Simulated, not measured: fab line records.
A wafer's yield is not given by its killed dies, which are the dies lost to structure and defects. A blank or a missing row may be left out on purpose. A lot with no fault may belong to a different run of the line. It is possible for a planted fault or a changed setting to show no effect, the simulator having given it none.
A sampling plan put to the test :: flow nand harc :: one fab line, 42 faults that these records tell of, each judged on the records of the lots that it struck
What counts as the plan is the set of the line's own looks, namely the steps on the route at which a gauge or an inspection reads a wafer and does not change it. A look can be judged if struck wafers have a number there and the file gives its usual mean and standard deviation on fault-free wafers. Caught: at a look after the fault's first step, the mean of the struck wafers lies 4 or more of those standard deviations (sigma) from the usual mean. On the tool: the same test on the tool's own readings at the fault's steps. It also counts as caught if the struck wafers ran another recipe or if their record alone is blank.

## THE FAULTS, as the simulator had put them in
1. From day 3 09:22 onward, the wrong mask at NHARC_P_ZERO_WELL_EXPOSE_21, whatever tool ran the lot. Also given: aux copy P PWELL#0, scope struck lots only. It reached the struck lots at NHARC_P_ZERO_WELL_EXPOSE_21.
2. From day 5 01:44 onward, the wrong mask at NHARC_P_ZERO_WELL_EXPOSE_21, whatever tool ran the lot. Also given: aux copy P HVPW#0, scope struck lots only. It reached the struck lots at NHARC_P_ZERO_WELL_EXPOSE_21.
3. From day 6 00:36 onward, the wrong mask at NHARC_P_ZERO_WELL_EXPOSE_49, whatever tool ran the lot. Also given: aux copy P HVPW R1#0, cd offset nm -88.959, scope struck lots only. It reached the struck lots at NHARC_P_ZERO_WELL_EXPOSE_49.
4. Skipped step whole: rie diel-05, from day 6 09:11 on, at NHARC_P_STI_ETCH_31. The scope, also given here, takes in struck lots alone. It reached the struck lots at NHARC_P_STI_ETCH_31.
5. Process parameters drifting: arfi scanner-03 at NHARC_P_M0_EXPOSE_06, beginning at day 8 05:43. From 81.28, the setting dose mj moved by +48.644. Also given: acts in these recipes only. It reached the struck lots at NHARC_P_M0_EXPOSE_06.
6. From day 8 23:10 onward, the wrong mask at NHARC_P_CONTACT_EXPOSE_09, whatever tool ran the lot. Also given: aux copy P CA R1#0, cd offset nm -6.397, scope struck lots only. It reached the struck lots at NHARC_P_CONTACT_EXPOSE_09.
7. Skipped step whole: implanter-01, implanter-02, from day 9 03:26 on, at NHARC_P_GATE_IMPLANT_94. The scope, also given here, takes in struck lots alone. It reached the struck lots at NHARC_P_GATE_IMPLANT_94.
8. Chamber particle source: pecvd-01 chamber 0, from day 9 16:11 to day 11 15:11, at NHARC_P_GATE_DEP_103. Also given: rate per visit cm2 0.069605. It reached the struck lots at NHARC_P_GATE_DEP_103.
9. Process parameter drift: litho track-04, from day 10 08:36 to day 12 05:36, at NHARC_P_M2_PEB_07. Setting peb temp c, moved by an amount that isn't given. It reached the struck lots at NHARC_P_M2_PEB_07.
10. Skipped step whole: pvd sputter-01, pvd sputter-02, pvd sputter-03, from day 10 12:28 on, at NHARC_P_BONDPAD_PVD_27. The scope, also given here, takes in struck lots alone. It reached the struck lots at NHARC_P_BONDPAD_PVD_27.
11. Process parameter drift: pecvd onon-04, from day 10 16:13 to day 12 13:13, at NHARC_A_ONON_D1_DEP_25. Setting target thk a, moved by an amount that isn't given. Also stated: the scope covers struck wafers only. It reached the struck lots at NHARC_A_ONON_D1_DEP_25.
12. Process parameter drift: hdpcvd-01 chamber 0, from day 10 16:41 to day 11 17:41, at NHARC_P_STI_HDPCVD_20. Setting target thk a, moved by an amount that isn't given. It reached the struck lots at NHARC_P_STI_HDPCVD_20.
13. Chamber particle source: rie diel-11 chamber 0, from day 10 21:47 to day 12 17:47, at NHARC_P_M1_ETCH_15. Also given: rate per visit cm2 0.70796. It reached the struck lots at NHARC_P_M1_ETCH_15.
14. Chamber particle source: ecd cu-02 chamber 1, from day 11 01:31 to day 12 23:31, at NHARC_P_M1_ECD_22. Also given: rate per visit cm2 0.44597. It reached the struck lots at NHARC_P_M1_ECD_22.
15. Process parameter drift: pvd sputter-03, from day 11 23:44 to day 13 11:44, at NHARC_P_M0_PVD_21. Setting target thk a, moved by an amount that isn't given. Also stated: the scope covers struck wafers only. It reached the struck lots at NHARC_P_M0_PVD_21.
16. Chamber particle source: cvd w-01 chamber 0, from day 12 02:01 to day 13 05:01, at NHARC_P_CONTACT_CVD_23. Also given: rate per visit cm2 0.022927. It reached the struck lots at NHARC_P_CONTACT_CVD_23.
17. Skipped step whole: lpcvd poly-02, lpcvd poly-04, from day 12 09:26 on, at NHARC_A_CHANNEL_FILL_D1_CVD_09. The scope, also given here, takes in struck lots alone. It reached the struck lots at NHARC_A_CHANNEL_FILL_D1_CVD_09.
18. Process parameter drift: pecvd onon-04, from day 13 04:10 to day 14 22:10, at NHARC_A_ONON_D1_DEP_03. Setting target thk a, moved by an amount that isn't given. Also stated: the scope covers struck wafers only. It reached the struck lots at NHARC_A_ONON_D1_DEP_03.
19. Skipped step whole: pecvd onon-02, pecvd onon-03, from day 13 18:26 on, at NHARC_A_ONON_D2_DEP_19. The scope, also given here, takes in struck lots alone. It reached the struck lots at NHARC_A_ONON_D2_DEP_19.
20. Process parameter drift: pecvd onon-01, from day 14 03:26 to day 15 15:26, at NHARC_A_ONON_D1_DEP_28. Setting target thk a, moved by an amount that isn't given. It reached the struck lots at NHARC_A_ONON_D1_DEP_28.
21. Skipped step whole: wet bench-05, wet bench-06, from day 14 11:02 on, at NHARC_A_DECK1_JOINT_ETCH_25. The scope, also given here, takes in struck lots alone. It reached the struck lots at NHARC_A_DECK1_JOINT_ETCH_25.
22. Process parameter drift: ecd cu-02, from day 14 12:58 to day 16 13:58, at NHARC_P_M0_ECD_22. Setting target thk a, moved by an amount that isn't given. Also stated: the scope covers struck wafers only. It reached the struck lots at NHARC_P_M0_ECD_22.
23. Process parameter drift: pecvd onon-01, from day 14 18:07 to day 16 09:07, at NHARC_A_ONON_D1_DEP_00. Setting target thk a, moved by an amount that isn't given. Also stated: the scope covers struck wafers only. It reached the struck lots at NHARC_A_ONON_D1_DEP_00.
24. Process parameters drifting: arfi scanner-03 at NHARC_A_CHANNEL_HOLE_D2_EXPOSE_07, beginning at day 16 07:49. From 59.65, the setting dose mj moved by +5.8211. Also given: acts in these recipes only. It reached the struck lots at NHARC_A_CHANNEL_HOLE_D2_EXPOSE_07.
25. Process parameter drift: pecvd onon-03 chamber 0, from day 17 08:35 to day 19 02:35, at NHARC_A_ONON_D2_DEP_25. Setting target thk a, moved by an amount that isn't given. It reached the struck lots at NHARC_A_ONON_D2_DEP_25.
26. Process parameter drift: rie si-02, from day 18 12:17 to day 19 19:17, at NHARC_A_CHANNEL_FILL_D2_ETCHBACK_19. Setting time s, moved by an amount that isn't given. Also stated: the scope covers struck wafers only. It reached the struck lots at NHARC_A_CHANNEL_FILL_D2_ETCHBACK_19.
27. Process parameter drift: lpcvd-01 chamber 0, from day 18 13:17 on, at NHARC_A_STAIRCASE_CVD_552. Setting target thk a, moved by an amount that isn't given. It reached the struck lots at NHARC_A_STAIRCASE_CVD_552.
28. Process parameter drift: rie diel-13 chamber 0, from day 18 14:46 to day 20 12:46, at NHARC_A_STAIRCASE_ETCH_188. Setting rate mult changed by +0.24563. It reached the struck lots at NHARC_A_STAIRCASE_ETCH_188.
29. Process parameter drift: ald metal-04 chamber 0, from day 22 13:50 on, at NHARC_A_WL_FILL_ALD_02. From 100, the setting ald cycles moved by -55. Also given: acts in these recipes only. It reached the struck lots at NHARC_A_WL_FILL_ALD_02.
30. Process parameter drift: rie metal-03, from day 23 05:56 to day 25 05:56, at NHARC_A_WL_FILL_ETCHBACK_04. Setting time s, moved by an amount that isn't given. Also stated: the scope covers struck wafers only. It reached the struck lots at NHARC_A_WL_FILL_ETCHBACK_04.
31. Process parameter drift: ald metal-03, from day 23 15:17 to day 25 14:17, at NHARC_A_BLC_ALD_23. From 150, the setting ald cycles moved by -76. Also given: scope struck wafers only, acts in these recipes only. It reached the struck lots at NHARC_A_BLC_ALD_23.
32. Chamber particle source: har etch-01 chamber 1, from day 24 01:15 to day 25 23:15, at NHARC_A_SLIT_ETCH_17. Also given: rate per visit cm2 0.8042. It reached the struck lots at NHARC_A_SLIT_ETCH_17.
33. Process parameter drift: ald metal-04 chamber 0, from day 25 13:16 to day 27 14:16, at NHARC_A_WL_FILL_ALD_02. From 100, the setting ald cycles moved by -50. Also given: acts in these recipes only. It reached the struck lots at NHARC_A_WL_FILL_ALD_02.
34. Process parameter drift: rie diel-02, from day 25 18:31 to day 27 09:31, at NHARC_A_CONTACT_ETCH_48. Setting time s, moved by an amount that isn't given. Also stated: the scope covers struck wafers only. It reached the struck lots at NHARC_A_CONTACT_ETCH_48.
35. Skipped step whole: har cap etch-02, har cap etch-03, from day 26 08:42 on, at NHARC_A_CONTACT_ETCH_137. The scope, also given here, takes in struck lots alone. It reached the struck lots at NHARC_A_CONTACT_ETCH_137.
36. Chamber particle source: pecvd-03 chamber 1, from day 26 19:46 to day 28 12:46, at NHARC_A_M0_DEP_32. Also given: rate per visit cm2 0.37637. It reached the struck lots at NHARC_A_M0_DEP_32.
37. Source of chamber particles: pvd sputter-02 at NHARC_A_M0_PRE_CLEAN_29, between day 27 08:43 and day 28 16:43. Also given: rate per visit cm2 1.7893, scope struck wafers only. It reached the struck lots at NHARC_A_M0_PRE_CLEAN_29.
38. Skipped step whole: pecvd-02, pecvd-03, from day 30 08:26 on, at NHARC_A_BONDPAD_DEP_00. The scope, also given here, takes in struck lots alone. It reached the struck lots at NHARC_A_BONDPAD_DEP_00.
39. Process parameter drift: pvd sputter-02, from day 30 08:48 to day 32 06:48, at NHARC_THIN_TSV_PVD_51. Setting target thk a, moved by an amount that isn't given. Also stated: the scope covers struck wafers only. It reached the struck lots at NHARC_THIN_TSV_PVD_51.
40. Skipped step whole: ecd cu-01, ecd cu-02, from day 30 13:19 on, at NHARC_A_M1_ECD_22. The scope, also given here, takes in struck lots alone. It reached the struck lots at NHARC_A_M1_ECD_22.
41. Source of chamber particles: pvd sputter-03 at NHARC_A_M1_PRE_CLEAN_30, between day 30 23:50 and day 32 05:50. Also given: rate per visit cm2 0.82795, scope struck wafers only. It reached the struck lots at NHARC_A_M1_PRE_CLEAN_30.
42. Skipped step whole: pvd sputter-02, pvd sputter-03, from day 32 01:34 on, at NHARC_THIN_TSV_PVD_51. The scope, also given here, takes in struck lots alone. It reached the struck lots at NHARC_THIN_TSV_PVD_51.

## WHAT THE PLAN SAW
fault: 1
on the tool itself: no reading that can be judged
first look that catches it: NHARC_END_SORT_01
reading, sigma: killed at periphery +99 or beyond
median hours from its first step to that look: 530.5
hours from the fault's start to the first struck lot there: 533
judged looks passed uncaught: 0

fault: 2
on the tool itself: no reading that can be judged
first look that catches it: NHARC_END_SORT_01
reading, sigma: killed at periphery +99 or beyond
median hours from its first step to that look: 543.8
hours from the fault's start to the first struck lot there: 547
judged looks passed uncaught: 0

fault: 3
on the tool itself: no reading that can be judged
first look that catches it: NHARC_P_ZERO_WELL_CD_MEAS_52
reading, sigma: cd nm -31
median hours from its first step to that look: 0.2
hours from the fault's start to the first struck lot there: 5
judged looks passed uncaught: 0

fault: 4
on the tool itself: the tool's record is blank for the struck wafers
first look that catches it: NHARC_END_SORT_01
reading, sigma: killed at periphery +99 or beyond
median hours from its first step to that look: 519.7
hours from the fault's start to the first struck lot there: 525
judged looks passed uncaught: 0

fault: 5
on the tool itself: exposure dose mJ cm2 +99 or beyond sigma
first look that catches it: NHARC_P_M0_CD_MEAS_09
reading, sigma: cd nm +33
median hours from its first step to that look: 0.1
hours from the fault's start to the first struck lot there: 16
judged looks passed uncaught: 0

fault: 6
on the tool itself: no reading that can be judged
first look that catches it: NHARC_P_CONTACT_CD_MEAS_12
reading, sigma: cd nm -9.5
median hours from its first step to that look: 0.1
hours from the fault's start to the first struck lot there: 6
judged looks passed uncaught: 0

fault: 7
on the tool itself: the tool's record is blank for the struck wafers
first look that catches it: NHARC_END_SORT_01
reading, sigma: killed at periphery +99 or beyond
median hours from its first step to that look: 453.0
hours from the fault's start to the first struck lot there: 459
judged looks passed uncaught: 0

fault: 8
on the tool itself: under 2 sigma
first look that catches it: NHARC_P_GATE_INSPECT_28
reading, sigma: raw defect count +15
median hours from its first step to that look: 0.7
hours from the fault's start to the first struck lot there: 9
judged looks passed uncaught: 1

fault: 9
on the tool itself: plate temp C -28 sigma
first look that catches it: NHARC_P_M2_CD_MEAS_09
reading, sigma: cd nm -20
median hours from its first step to that look: 0.1
hours from the fault's start to the first struck lot there: 10
judged looks passed uncaught: 0

fault: 10
on the tool itself: the tool's record is blank for the struck wafers
first look that catches it: NHARC_END_SORT_01
reading, sigma: killed at periphery +99 or beyond
median hours from its first step to that look: 420.5
hours from the fault's start to the first struck lot there: 431
judged looks passed uncaught: 0

fault: 11
on the tool itself: no reading that can be judged
first look that catches it: NHARC_A_ONON_D1_THK_MEAS_27
reading, sigma: thk nm -13
median hours from its first step to that look: 0.4
hours from the fault's start to the first struck lot there: 11
judged looks passed uncaught: 0

fault: 12
on the tool itself: no reading that can be judged
first look that catches it: NHARC_END_SORT_01
reading, sigma: killed at periphery +99 or beyond
median hours from its first step to that look: 514.2
hours from the fault's start to the first struck lot there: 517
judged looks passed uncaught: 0

fault: 13
on the tool itself: under 2 sigma
first look that catches it: NHARC_END_SORT_01
reading, sigma: killed at periphery +24
median hours from its first step to that look: 430.8
hours from the fault's start to the first struck lot there: 438
judged looks passed uncaught: 4

fault: 14
on the tool itself: no reading that can be judged
first look that catches it: NHARC_END_SORT_01
reading, sigma: killed at periphery +99 or beyond
median hours from its first step to that look: 437.2
hours from the fault's start to the first struck lot there: 458
judged looks passed uncaught: 1

fault: 15
on the tool itself: under 2 sigma
first look that catches it: NHARC_END_SORT_01
reading, sigma: killed at periphery +99 or beyond
median hours from its first step to that look: 452.5
hours from the fault's start to the first struck lot there: 476
judged looks passed uncaught: 0

fault: 16
on the tool itself: under 2 sigma
first look that catches it: NHARC_END_SORT_01
reading, sigma: killed at periphery +6.6
median hours from its first step to that look: 459.0
hours from the fault's start to the first struck lot there: 474
judged looks passed uncaught: 0

fault: 17
on the tool itself: the tool's record is blank for the struck wafers
first look that catches it: NHARC_END_SORT_01
reading, sigma: killed at array +22
median hours from its first step to that look: 328.1
hours from the fault's start to the first struck lot there: 333
judged looks passed uncaught: 0

fault: 18
on the tool itself: no reading that can be judged
first look that catches it: NHARC_A_ONON_D1_THK_MEAS_05
reading, sigma: thk nm +57
median hours from its first step to that look: 0.4
hours from the fault's start to the first struck lot there: 13
judged looks passed uncaught: 0

fault: 19
on the tool itself: the tool's record is blank for the struck wafers
first look that catches it: NHARC_END_SORT_01
reading, sigma: killed at array +22
median hours from its first step to that look: 277.5
hours from the fault's start to the first struck lot there: 283
judged looks passed uncaught: 1

fault: 20
on the tool itself: under 2 sigma
first look that catches it: NHARC_A_ONON_D1_THK_MEAS_30
reading, sigma: thk nm +5.3
median hours from its first step to that look: 0.5
hours from the fault's start to the first struck lot there: 8
judged looks passed uncaught: 0

fault: 21
on the tool itself: no reading that can be judged
first look that catches it: NHARC_END_SORT_01
reading, sigma: killed at array +22
median hours from its first step to that look: 332.2
hours from the fault's start to the first struck lot there: 321
judged looks passed uncaught: 0

fault: 22
on the tool itself: no reading that can be judged
first look that catches it: NHARC_END_SORT_01
reading, sigma: killed at periphery +99 or beyond
median hours from its first step to that look: 442.5
hours from the fault's start to the first struck lot there: 468
judged looks passed uncaught: 0

fault: 23
on the tool itself: no reading that can be judged
first look that catches it: NHARC_A_ONON_D1_THK_MEAS_02
reading, sigma: thk nm -66
median hours from its first step to that look: 0.4
hours from the fault's start to the first struck lot there: 3
judged looks passed uncaught: 0

fault: 24
on the tool itself: exposure dose mJ cm2 +86 sigma
first look that catches it: NHARC_A_CHANNEL_HOLE_D2_CD_MEAS_10
reading, sigma: cd nm +6.1
median hours from its first step to that look: 0.1
hours from the fault's start to the first struck lot there: 10
judged looks passed uncaught: 0

fault: 25
on the tool itself: no reading that can be judged
first look that catches it: NHARC_A_ONON_D2_THK_MEAS_27
reading, sigma: thk nm -47
median hours from its first step to that look: 0.5
hours from the fault's start to the first struck lot there: 4
judged looks passed uncaught: 0

fault: 26
on the tool itself: under 2 sigma
first look that catches it: NHARC_END_SORT_01
reading, sigma: killed at array +22
median hours from its first step to that look: 230.4
hours from the fault's start to the first struck lot there: 239
judged looks passed uncaught: 0

fault: 27
on the tool itself: under 2 sigma
first look that catches it: NHARC_END_SORT_01
reading, sigma: killed at array +22
median hours from its first step to that look: 169.7
hours from the fault's start to the first struck lot there: 205
judged looks passed uncaught: 0

fault: 28
on the tool itself: oes product au +6.2 sigma
first look that catches it: NHARC_END_SORT_01
reading, sigma: killed at array +11
median hours from its first step to that look: 206.1
hours from the fault's start to the first struck lot there: 225
judged looks passed uncaught: 0

fault: 29
on the tool itself: under 2 sigma
first look that catches it: NHARC_END_SORT_01
reading, sigma: killed at array +22
median hours from its first step to that look: 93.9
hours from the fault's start to the first struck lot there: 129
judged looks passed uncaught: 0

fault: 30
on the tool itself: run length s -99 or beyond sigma
first look that catches it: NHARC_END_SORT_01
reading, sigma: killed at array +22
median hours from its first step to that look: 95.6
hours from the fault's start to the first struck lot there: 114
judged looks passed uncaught: 0

fault: 31
on the tool itself: under 2 sigma
first look that catches it: NHARC_END_SORT_01
reading, sigma: killed at array +22
median hours from its first step to that look: 43.2
hours from the fault's start to the first struck lot there: 50
judged looks passed uncaught: 0

fault: 32
on the tool itself: under 2 sigma
first look that catches it: NHARC_A_SIN_REMOVE_INSPECT_04
reading, sigma: raw defect count +5.1
median hours from its first step to that look: 9.8
hours from the fault's start to the first struck lot there: 21
judged looks passed uncaught: 0

fault: 33
on the tool itself: under 2 sigma
first look that catches it: NHARC_END_SORT_01
reading, sigma: killed at array +22
median hours from its first step to that look: 102.9
hours from the fault's start to the first struck lot there: 111
judged looks passed uncaught: 0

fault: 34
on the tool itself: run length s -42 sigma
first look that catches it: NHARC_END_SORT_01
reading, sigma: killed at array +19
median hours from its first step to that look: 74.0
hours from the fault's start to the first struck lot there: 78
judged looks passed uncaught: 0

fault: 35
on the tool itself: the tool's record is blank for the struck wafers
first look that catches it: NHARC_END_SORT_01
reading, sigma: killed at array +22
median hours from its first step to that look: 51.5
hours from the fault's start to the first struck lot there: 51
judged looks passed uncaught: 0

fault: 36
on the tool itself: under 2 sigma
first look that catches it: none of the 2 looks that can be judged after it
reading, sigma: strongest: raw defect count at NHARC_A_M1_INSPECT_11, +3.8
median hours from its first step to that look: -
hours from the fault's start to the first struck lot there: -
judged looks passed uncaught: 2

fault: 37
on the tool itself: under 2 sigma
first look that catches it: not the one look that can be judged after it
reading, sigma: strongest: killed at array at NHARC_END_SORT_01, +3.5
median hours from its first step to that look: -
hours from the fault's start to the first struck lot there: -
judged looks passed uncaught: 1

fault: 38
on the tool itself: the tool's record is blank for the struck wafers
first look that catches it: NHARC_END_SORT_01
reading, sigma: killed at array +22
median hours from its first step to that look: 34.8
hours from the fault's start to the first struck lot there: 35
judged looks passed uncaught: 0

fault: 39
on the tool itself: under 2 sigma
first look that catches it: NHARC_END_SORT_01
reading, sigma: killed at other +99 or beyond
median hours from its first step to that look: 12.0
hours from the fault's start to the first struck lot there: 35
judged looks passed uncaught: 0

fault: 40
on the tool itself: the tool's record is blank for the struck wafers
first look that catches it: NHARC_A_M1_THK_MEAS_24
reading, sigma: thk nm -69
median hours from its first step to that look: 1.0
hours from the fault's start to the first struck lot there: 7
judged looks passed uncaught: 0

fault: 41
on the tool itself: under 2 sigma
first look that catches it: NHARC_END_SORT_01
reading, sigma: killed at array +4.3
median hours from its first step to that look: 46.9
hours from the fault's start to the first struck lot there: 52
judged looks passed uncaught: 4

fault: 42
on the tool itself: the tool's record is blank for the struck wafers
first look that catches it: NHARC_END_SORT_01
reading, sigma: killed at other +99 or beyond
median hours from its first step to that look: 19.5
hours from the fault's start to the first struck lot there: 20
judged looks passed uncaught: 0
A dash: the fault is not caught, or the number is missing from these records.

Caught at a look: 40 of 42. Caught on the tool: 15 of 42. By one or the other: 40 of 42.
Caught at a look alone: faults 1, 2, 3, 6, 8, 11, 12, 13, 14, 15, 16, 18, 20, 21, 22, 23, 25, 26, 27, 29, 31, 32, 33, 39, 41.
Caught by neither: faults 36, 37.

## THINNER SAMPLING
In the worst case, this is how late the first struck lot would be measured if the look that catches a fault measured only every second or every third lot, by lot number:
fault: 1
struck lots at that look, in order of time: L109
every lot: 533 h
every second lot: may miss it
every third lot: may miss it

fault: 2
struck lots at that look, in order of time: L914
every lot: 547 h
every second lot: may miss it
every third lot: may miss it

fault: 3
struck lots at that look, in order of time: L629
every lot: 5 h
every second lot: may miss it
every third lot: may miss it

fault: 4
struck lots at that look, in order of time: L928, L929
every lot: 525 h
every second lot: 530 h
every third lot: may miss all 2

fault: 5
struck lots at that look, in order of time: L627, L629
every lot: 16 h
every second lot: may miss all 2
every third lot: may miss all 2

fault: 6
struck lots at that look, in order of time: L882
every lot: 6 h
every second lot: may miss it
every third lot: may miss it

fault: 7
struck lots at that look, in order of time: L381, L382
every lot: 459 h
every second lot: 464 h
every third lot: may miss all 2

fault: 8
struck lots at that look, in order of time: L213, L214
every lot: 9 h
every second lot: 17 h
every third lot: may miss all 2

fault: 9
struck lots at that look, in order of time: L311, L313
every lot: 10 h
every second lot: may miss all 2
every third lot: may miss all 2

fault: 10
struck lots at that look, in order of time: L560, L562
every lot: 431 h
every second lot: may miss all 2
every third lot: may miss all 2

fault: 11
struck lots at that look, in order of time: L341, L342, L345
every lot: 11 h
every second lot: 21 h
every third lot: may miss all 3

fault: 12
struck lots at that look, in order of time: L113, L115, L114
every lot: 517 h
every second lot: 540 h
every third lot: 540 h

fault: 13
struck lots at that look, in order of time: L298
every lot: 438 h
every second lot: may miss it
every third lot: may miss it

fault: 14
struck lots at that look, in order of time: L222, L221
every lot: 458 h
every second lot: 458 h
every third lot: may miss all 2

fault: 15
struck lots at that look, in order of time: L509
every lot: 476 h
every second lot: may miss it
every third lot: may miss it

fault: 16
struck lots at that look, in order of time: L483, L484
every lot: 474 h
every second lot: 486 h
every third lot: may miss all 2

fault: 17
struck lots at that look, in order of time: L898, L899, L900
every lot: 333 h
every second lot: 343 h
every third lot: 350 h

fault: 18
struck lots at that look, in order of time: L842, L844, L845
every lot: 13 h
every second lot: 42 h
every third lot: may miss all 3

fault: 19
struck lots at that look, in order of time: L370, L371
every lot: 283 h
every second lot: 284 h
every third lot: may miss all 2

fault: 20
struck lots at that look, in order of time: L433, L434
every lot: 8 h
every second lot: 26 h
every third lot: may miss all 2

fault: 21
struck lots at that look, in order of time: L940, L941, L943
every lot: 321 h
every second lot: 331 h
every third lot: may miss all 3

fault: 22
struck lots at that look, in order of time: L741
every lot: 468 h
every second lot: may miss it
every third lot: may miss it

fault: 23
struck lots at that look, in order of time: L974, L977
every lot: 3 h
every second lot: 33 h
every third lot: may miss all 2

fault: 24
struck lots at that look, in order of time: L648, L651
every lot: 10 h
every second lot: 27 h
every third lot: may miss all 2

fault: 25
struck lots at that look, in order of time: L946, L947
every lot: 4 h
every second lot: 33 h
every third lot: may miss all 2

fault: 26
struck lots at that look, in order of time: L835, L837
every lot: 239 h
every second lot: may miss all 2
every third lot: may miss all 2

fault: 27
struck lots at that look, in order of time: L795
every lot: 205 h
every second lot: may miss it
every third lot: may miss it

fault: 28
struck lots at that look, in order of time: L514
every lot: 225 h
every second lot: may miss it
every third lot: may miss it

fault: 29
struck lots at that look, in order of time: L195
every lot: 129 h
every second lot: may miss it
every third lot: may miss it

fault: 30
struck lots at that look, in order of time: L369, L373
every lot: 114 h
every second lot: may miss all 2
every third lot: may miss all 2

fault: 31
struck lots at that look, in order of time: L634, L635
every lot: 50 h
every second lot: 64 h
every third lot: may miss all 2

fault: 32
struck lots at that look, in order of time: L115, L118
every lot: 21 h
every second lot: 48 h
every third lot: may miss all 2

fault: 33
struck lots at that look, in order of time: L965, L967
every lot: 111 h
every second lot: may miss all 2
every third lot: may miss all 2

fault: 34
struck lots at that look, in order of time: L926, L927
every lot: 78 h
every second lot: 108 h
every third lot: may miss all 2

fault: 35
struck lots at that look, in order of time: L900, L901, L902
every lot: 51 h
every second lot: 62 h
every third lot: 62 h

fault: 38
struck lots at that look, in order of time: L340, L342, L341
every lot: 35 h
every second lot: 48 h
every third lot: 48 h

fault: 39
struck lots at that look, in order of time: L431, L434
every lot: 35 h
every second lot: 45 h
every third lot: may miss all 2

fault: 40
struck lots at that look, in order of time: L326, L327, L328
every lot: 7 h
every second lot: 10 h
every third lot: 17 h

fault: 41
struck lots at that look, in order of time: L114
every lot: 52 h
every second lot: may miss it
every third lot: may miss it

fault: 42
struck lots at that look, in order of time: L473, L472
every lot: 20 h
every second lot: 27 h
every third lot: may miss all 2
The hour figures run from when the fault began to the first measured lot among those it struck. The test against the limit of 4 sigma pooled every struck wafer, which means one lot taken alone may stay below that limit. Other struck lots may not be in these records.

## THE LONGEST TIMED WAY FROM STEP TO LOOK
Fault 2: median gap of 543.8 hours between NHARC_P_ZERO_WELL_EXPOSE_21 and NHARC_END_SORT_01. No look between them can be judged.
